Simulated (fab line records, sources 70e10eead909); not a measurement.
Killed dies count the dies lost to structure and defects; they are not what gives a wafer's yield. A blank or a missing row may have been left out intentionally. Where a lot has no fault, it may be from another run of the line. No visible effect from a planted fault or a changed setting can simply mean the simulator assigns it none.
Which tool did it? / flow nand_harc / Sampling: 14 lots, 42 wafers, 4 of 1302 route steps

== WHAT THE GAUGES READ, wafer by wafer ==
Not one reading of a measure or inspect step in the record can be checked against a usual standard deviation.

== TOOL THAT RAN EACH LOT (tool first, then ch and the chambers of the sampled wafers, then the start) ==
lot=L795; NHARC_A_STAIRCASE_STRIP_205=plasma_asher-01 ch 0,1, day 16 21:12; NHARC_A_STAIRCASE_ETCH_232=rie_diel-04 ch 0,1,3, day 17 00:38; NHARC_A_STAIRCASE_TRIM_235=rie_diel-04 ch 0,1,2, day 17 01:20 or earlier; NHARC_A_STAIRCASE_STRIP_238=plasma_asher-02 ch 0,1, day 17 01:20
lot=L796; NHARC_A_STAIRCASE_STRIP_205=plasma_asher-02 ch 0,1, day 17 01:46; NHARC_A_STAIRCASE_ETCH_232=rie_diel-08 ch 0,2,3, day 17 04:55; NHARC_A_STAIRCASE_TRIM_235=rie_diel-08 ch 0,1,3, day 17 05:36 or earlier; NHARC_A_STAIRCASE_STRIP_238=plasma_asher-02 ch 0,1, day 17 05:36
lot=L797; NHARC_A_STAIRCASE_STRIP_205=plasma_asher-02 ch 0,1, day 17 09:02; NHARC_A_STAIRCASE_ETCH_232=rie_diel-01 ch 1,2, day 17 12:04; NHARC_A_STAIRCASE_TRIM_235=rie_diel-01 ch 1,2,3, day 17 12:44 or earlier; NHARC_A_STAIRCASE_STRIP_238=plasma_asher-02 ch 0,1, day 17 12:44
lot=L800; NHARC_A_STAIRCASE_STRIP_205=plasma_asher-02 ch 0,1, day 17 20:08; NHARC_A_STAIRCASE_ETCH_232=rie_diel-04 ch 1,2, day 17 23:50; NHARC_A_STAIRCASE_TRIM_235=rie_diel-04 ch 0,1, day 18 00:28 or earlier; NHARC_A_STAIRCASE_STRIP_238=plasma_asher-02 ch 0,1, day 18 00:28
lot=L799; NHARC_A_STAIRCASE_STRIP_205=plasma_asher-02 ch 1, day 18 11:48; NHARC_A_STAIRCASE_ETCH_232=rie_diel-04 ch 0,1,3, day 18 15:05; NHARC_A_STAIRCASE_TRIM_235=rie_diel-04 ch 0,1,3, day 18 15:43 or earlier; NHARC_A_STAIRCASE_STRIP_238=plasma_asher-01 ch 0,1, day 18 15:43
lot=L801; NHARC_A_STAIRCASE_STRIP_205=plasma_asher-01 ch 0,1, day 18 14:44; NHARC_A_STAIRCASE_ETCH_232=rie_diel-08 ch 1,2, day 18 18:16; NHARC_A_STAIRCASE_TRIM_235=rie_diel-08 ch 0,1,2, day 18 18:54 or earlier; NHARC_A_STAIRCASE_STRIP_238=plasma_asher-01 ch 0,1, day 18 18:54
lot=L802; NHARC_A_STAIRCASE_STRIP_205=plasma_asher-01 ch 0, day 19 06:28; NHARC_A_STAIRCASE_ETCH_232=rie_diel-04 ch 2,3, day 19 10:10; NHARC_A_STAIRCASE_TRIM_235=rie_diel-04 ch 0,2, day 19 10:50 or earlier; NHARC_A_STAIRCASE_STRIP_238=plasma_asher-01 ch 0, day 19 10:50
lot=L805; NHARC_A_STAIRCASE_STRIP_205=plasma_asher-02 ch 0,1, day 20 09:54; NHARC_A_STAIRCASE_ETCH_232=rie_diel-01 ch 0,1,3, day 20 13:12; NHARC_A_STAIRCASE_TRIM_235=rie_diel-01 ch 0,2,3, day 20 13:50 or earlier; NHARC_A_STAIRCASE_STRIP_238=plasma_asher-02 ch 0,1, day 20 13:50
lot=L806; NHARC_A_STAIRCASE_STRIP_205=plasma_asher-02 ch 0, day 20 21:57; NHARC_A_STAIRCASE_ETCH_232=rie_diel-04 ch 1,2, day 21 00:49; NHARC_A_STAIRCASE_TRIM_235=rie_diel-04 ch 0,1,2, day 21 01:28 or earlier; NHARC_A_STAIRCASE_STRIP_238=plasma_asher-01 ch 0,1, day 21 01:28
lot=L808; NHARC_A_STAIRCASE_STRIP_205=plasma_asher-02 ch 0,1, day 21 16:01; NHARC_A_STAIRCASE_ETCH_232=rie_diel-04 ch 1,2,3, day 21 19:04; NHARC_A_STAIRCASE_TRIM_235=rie_diel-04 ch 0,1,3, day 21 19:47 or earlier; NHARC_A_STAIRCASE_STRIP_238=plasma_asher-01 ch 0,1, day 21 19:47
lot=L809; NHARC_A_STAIRCASE_STRIP_205=plasma_asher-02 ch 0,1, day 21 22:31; NHARC_A_STAIRCASE_ETCH_232=rie_diel-04 ch 0,1,2, day 22 01:29; NHARC_A_STAIRCASE_TRIM_235=rie_diel-04 ch 0,1,2, day 22 02:13 or earlier; NHARC_A_STAIRCASE_STRIP_238=plasma_asher-02 ch 0,1, day 22 02:13
lot=L816; NHARC_A_STAIRCASE_STRIP_205=plasma_asher-02 ch 0,1, day 25 06:58; NHARC_A_STAIRCASE_ETCH_232=rie_diel-04 ch 0,2,3, day 25 10:32; NHARC_A_STAIRCASE_TRIM_235=rie_diel-04 ch 0,2,3, day 25 11:22 or earlier; NHARC_A_STAIRCASE_STRIP_238=plasma_asher-02 ch 0,1, day 25 11:22
lot=L818; NHARC_A_STAIRCASE_STRIP_205=plasma_asher-01 ch 1, day 25 17:16; NHARC_A_STAIRCASE_ETCH_232=rie_diel-01 ch 0,1, day 25 20:54; NHARC_A_STAIRCASE_TRIM_235=rie_diel-01 ch 0, day 25 22:02 or earlier; NHARC_A_STAIRCASE_STRIP_238=plasma_asher-01 ch 0,1, day 25 22:02
lot=L817; NHARC_A_STAIRCASE_STRIP_205=plasma_asher-01 ch 0,1, day 25 18:13; NHARC_A_STAIRCASE_ETCH_232=rie_diel-04 ch 0,2,3, day 25 21:12; NHARC_A_STAIRCASE_TRIM_235=rie_diel-04 ch 1,2,3, day 25 21:59 or earlier; NHARC_A_STAIRCASE_STRIP_238=plasma_asher-02 ch 0,1, day 25 21:59
- NHARC_A_STAIRCASE_STRIP_205: strips in O2.
- NHARC_A_STAIRCASE_ETCH_232: etches the open film in C4F8/O2, target depth 100 nm, time 40.5 s.
- NHARC_A_STAIRCASE_TRIM_235: chemistry O2, time 211.2 s.
- NHARC_A_STAIRCASE_STRIP_238: strips in O2.

== AS READ BY THE TOOLS THEMSELVES (means over the sampled wafers that have a number; for cases with no such wafer, the mark the record gives instead) ==
NHARC_A_STAIRCASE_STRIP_205.
lot=L795; tool=plasma_asher-01; drypump_motor_current_A (A)=6.0; heater_power_w (W)=343
lot=L796; tool=plasma_asher-02; drypump_motor_current_A (A)=5.3; heater_power_w (W)=333
lot=L797; tool=plasma_asher-02; drypump_motor_current_A (A)=5.9; heater_power_w (W)=328
lot=L800; tool=plasma_asher-02; drypump_motor_current_A (A)=5.9; heater_power_w (W)=331
lot=L799; tool=plasma_asher-02; drypump_motor_current_A (A)=6.4; heater_power_w (W)=322
lot=L801; tool=plasma_asher-01; drypump_motor_current_A (A)=5.7; heater_power_w (W)=340
lot=L802; tool=plasma_asher-01; drypump_motor_current_A (A)=5.5; heater_power_w (W)=331
lot=L805; tool=plasma_asher-02; drypump_motor_current_A (A)=5.9; heater_power_w (W)=333
lot=L806; tool=plasma_asher-02; drypump_motor_current_A (A)=4.8; heater_power_w (W)=353
lot=L808; tool=plasma_asher-02; drypump_motor_current_A (A)=5.9; heater_power_w (W)=336
lot=L809; tool=plasma_asher-02; drypump_motor_current_A (A)=5.4; heater_power_w (W)=345
lot=L816; tool=plasma_asher-02; drypump_motor_current_A (A)=5.4; heater_power_w (W)=348
lot=L818; tool=plasma_asher-01; drypump_motor_current_A (A)=6.2; heater_power_w (W)=348
lot=L817; tool=plasma_asher-01; drypump_motor_current_A (A)=6.0; heater_power_w (W)=347

NHARC_A_STAIRCASE_ETCH_232.
lot=L795; tool=rie_diel-04; chamber_pressure_mTorr (mTorr)=24.998; oes_product_au (a.u.)=0.951; rf_vpp_V (V)=899
lot=L796; tool=rie_diel-08; chamber_pressure_mTorr (mTorr)=25.018; oes_product_au (a.u.)=0.936; rf_vpp_V (V)=892
lot=L797; tool=rie_diel-01; chamber_pressure_mTorr (mTorr)=24.985; oes_product_au (a.u.)=0.952; rf_vpp_V (V)=890
lot=L800; tool=rie_diel-04; chamber_pressure_mTorr (mTorr)=24.975; oes_product_au (a.u.)=0.939; rf_vpp_V (V)=893
lot=L799; tool=rie_diel-04; chamber_pressure_mTorr (mTorr)=24.987; oes_product_au (a.u.)=0.959; rf_vpp_V (V)=899
lot=L801; tool=rie_diel-08; chamber_pressure_mTorr (mTorr)=24.974; oes_product_au (a.u.)=0.927; rf_vpp_V (V)=896
lot=L802; tool=rie_diel-04; chamber_pressure_mTorr (mTorr)=24.992; oes_product_au (a.u.)=0.936; rf_vpp_V (V)=894
lot=L805; tool=rie_diel-01; chamber_pressure_mTorr (mTorr)=25.018; oes_product_au (a.u.)=0.957; rf_vpp_V (V)=891
lot=L806; tool=rie_diel-04; chamber_pressure_mTorr (mTorr)=25.009; oes_product_au (a.u.)=0.953; rf_vpp_V (V)=892
lot=L808; tool=rie_diel-04; chamber_pressure_mTorr (mTorr)=25.014; oes_product_au (a.u.)=1.170; rf_vpp_V (V)=894
lot=L809; tool=rie_diel-04; chamber_pressure_mTorr (mTorr)=25.009; oes_product_au (a.u.)=1.046; rf_vpp_V (V)=895
lot=L816; tool=rie_diel-04; chamber_pressure_mTorr (mTorr)=25.009; oes_product_au (a.u.)=0.938; rf_vpp_V (V)=896
lot=L818; tool=rie_diel-01; chamber_pressure_mTorr (mTorr)=24.988; oes_product_au (a.u.)=0.946; rf_vpp_V (V)=891
lot=L817; tool=rie_diel-04; chamber_pressure_mTorr (mTorr)=25.015; oes_product_au (a.u.)=0.943; rf_vpp_V (V)=897

NHARC_A_STAIRCASE_TRIM_235.
lot=L795; tool=rie_diel-04; chamber_pressure_mTorr (mTorr)=59.97; drypump_motor_current_A (A)=5.6; mfc_ar_sccm (sccm)=0.023; oes_product_au (a.u.)=1.012; rf_vpp_V (V)=58.0; showerhead_plenum_p_Torr (Torr)=3.54; throttle_valve_pct (%)=17.043
lot=L796; tool=rie_diel-08; chamber_pressure_mTorr (mTorr)=59.97; drypump_motor_current_A (A)=5.6; mfc_ar_sccm (sccm)=0.009; oes_product_au (a.u.)=0.999; rf_vpp_V (V)=58.5; showerhead_plenum_p_Torr (Torr)=3.45; throttle_valve_pct (%)=17.048
lot=L797; tool=rie_diel-01; chamber_pressure_mTorr (mTorr)=60.04; drypump_motor_current_A (A)=5.9; mfc_ar_sccm (sccm)=0.007; oes_product_au (a.u.)=1.008; rf_vpp_V (V)=56.8; showerhead_plenum_p_Torr (Torr)=3.37; throttle_valve_pct (%)=17.034
lot=L800; tool=rie_diel-04; chamber_pressure_mTorr (mTorr)=59.99; drypump_motor_current_A (A)=5.4; mfc_ar_sccm (sccm)=0.017; oes_product_au (a.u.)=1.009; rf_vpp_V (V)=57.8; showerhead_plenum_p_Torr (Torr)=3.54; throttle_valve_pct (%)=17.037
lot=L799; tool=rie_diel-04; chamber_pressure_mTorr (mTorr)=60.02; drypump_motor_current_A (A)=5.4; mfc_ar_sccm (sccm)=0.008; oes_product_au (a.u.)=1.006; rf_vpp_V (V)=58.3; showerhead_plenum_p_Torr (Torr)=3.59; throttle_valve_pct (%)=17.045
lot=L801; tool=rie_diel-08; chamber_pressure_mTorr (mTorr)=59.98; drypump_motor_current_A (A)=5.7; mfc_ar_sccm (sccm)=0.014; oes_product_au (a.u.)=0.997; rf_vpp_V (V)=57.3; showerhead_plenum_p_Torr (Torr)=3.44; throttle_valve_pct (%)=17.044
lot=L802; tool=rie_diel-04; chamber_pressure_mTorr (mTorr)=59.99; drypump_motor_current_A (A)=5.8; mfc_ar_sccm (sccm)=0.029; oes_product_au (a.u.)=0.996; rf_vpp_V (V)=58.1; showerhead_plenum_p_Torr (Torr)=3.51; throttle_valve_pct (%)=17.032
lot=L805; tool=rie_diel-01; chamber_pressure_mTorr (mTorr)=59.99; drypump_motor_current_A (A)=5.3; mfc_ar_sccm (sccm)=0.007; oes_product_au (a.u.)=1.015; rf_vpp_V (V)=57.5; showerhead_plenum_p_Torr (Torr)=3.35; throttle_valve_pct (%)=17.035
lot=L806; tool=rie_diel-04; chamber_pressure_mTorr (mTorr)=60.04; drypump_motor_current_A (A)=5.5; mfc_ar_sccm (sccm)=0.023; oes_product_au (a.u.)=1.000; rf_vpp_V (V)=58.1; showerhead_plenum_p_Torr (Torr)=3.52; throttle_valve_pct (%)=17.041
lot=L808; tool=rie_diel-04; chamber_pressure_mTorr (mTorr)=59.99; drypump_motor_current_A (A)=5.4; mfc_ar_sccm (sccm)=0.008; oes_product_au (a.u.)=1.019; rf_vpp_V (V)=57.8; showerhead_plenum_p_Torr (Torr)=3.58; throttle_valve_pct (%)=17.025
lot=L809; tool=rie_diel-04; chamber_pressure_mTorr (mTorr)=60.02; drypump_motor_current_A (A)=5.6; mfc_ar_sccm (sccm)=0.023; oes_product_au (a.u.)=1.006; rf_vpp_V (V)=58.3; showerhead_plenum_p_Torr (Torr)=3.51; throttle_valve_pct (%)=17.031
lot=L816; tool=rie_diel-04; chamber_pressure_mTorr (mTorr)=59.99; drypump_motor_current_A (A)=5.5; mfc_ar_sccm (sccm)=0.014; oes_product_au (a.u.)=1.003; rf_vpp_V (V)=58.4; showerhead_plenum_p_Torr (Torr)=3.55; throttle_valve_pct (%)=17.035
lot=L818; tool=rie_diel-01; chamber_pressure_mTorr (mTorr)=60.00; drypump_motor_current_A (A)=4.9; mfc_ar_sccm (sccm)=0.000; oes_product_au (a.u.)=1.004; rf_vpp_V (V)=57.6; showerhead_plenum_p_Torr (Torr)=3.34; throttle_valve_pct (%)=17.033
lot=L817; tool=rie_diel-04; chamber_pressure_mTorr (mTorr)=59.99; drypump_motor_current_A (A)=5.7; mfc_ar_sccm (sccm)=0.023; oes_product_au (a.u.)=1.005; rf_vpp_V (V)=58.0; showerhead_plenum_p_Torr (Torr)=3.45; throttle_valve_pct (%)=17.035

NHARC_A_STAIRCASE_STRIP_238.
lot=L795; tool=plasma_asher-02; drypump_motor_current_A (A)=5.3; heater_power_w (W)=329
lot=L796; tool=plasma_asher-02; drypump_motor_current_A (A)=5.3; heater_power_w (W)=339
lot=L797; tool=plasma_asher-02; drypump_motor_current_A (A)=5.3; heater_power_w (W)=336
lot=L800; tool=plasma_asher-02; drypump_motor_current_A (A)=5.9; heater_power_w (W)=325
lot=L799; tool=plasma_asher-01; drypump_motor_current_A (A)=5.7; heater_power_w (W)=340
lot=L801; tool=plasma_asher-01; drypump_motor_current_A (A)=5.7; heater_power_w (W)=339
lot=L802; tool=plasma_asher-01; drypump_motor_current_A (A)=5.5; heater_power_w (W)=332
lot=L805; tool=plasma_asher-02; drypump_motor_current_A (A)=5.9; heater_power_w (W)=332
lot=L806; tool=plasma_asher-01; drypump_motor_current_A (A)=5.7; heater_power_w (W)=336
lot=L808; tool=plasma_asher-01; drypump_motor_current_A (A)=6.0; heater_power_w (W)=340
lot=L809; tool=plasma_asher-02; drypump_motor_current_A (A)=5.3; heater_power_w (W)=347
lot=L816; tool=plasma_asher-02; drypump_motor_current_A (A)=5.3; heater_power_w (W)=344
lot=L818; tool=plasma_asher-01; drypump_motor_current_A (A)=6.0; heater_power_w (W)=348
lot=L817; tool=plasma_asher-02; drypump_motor_current_A (A)=5.9; heater_power_w (W)=335

== THE ANSWER, worked out from the rows above alone ==
Rule: the lots themselves supply what counts as usual. Put in order of their means at a reading, lots are off if they are a third of the lots or fewer, leave a main group of 4 or more, and stand apart from it by a gap of 3 or more times the standard deviation of the main group's means; of several such gaps the widest counts. The tables above print the reading to a certain number of digits; a main group whose means all agree to those digits is not used. Also off: a lot with no number at a reading for which 4 or more lots have one. Where the step has rows for the other lots, those lots are counted as sound. First the gauges in route order, then the tools' own readings, where a lot's mean is used as printed above. At the first step where some lot is off, the reading lying furthest off is the one used; lots without a number count as furthest.
Off, at NHARC_A_STAIRCASE_ETCH_232 on oes_product_au: L808, L809. For the main group the mean is 0.945 a.u. and the standard deviation 0.0094.
If a tool, at that step or one of the process steps before it, ran each lot that is off and ran no sound lot following the first of them, it fits. Not one of the candidates tried fits.

== WHAT THE SIMULATOR PUT IN ==
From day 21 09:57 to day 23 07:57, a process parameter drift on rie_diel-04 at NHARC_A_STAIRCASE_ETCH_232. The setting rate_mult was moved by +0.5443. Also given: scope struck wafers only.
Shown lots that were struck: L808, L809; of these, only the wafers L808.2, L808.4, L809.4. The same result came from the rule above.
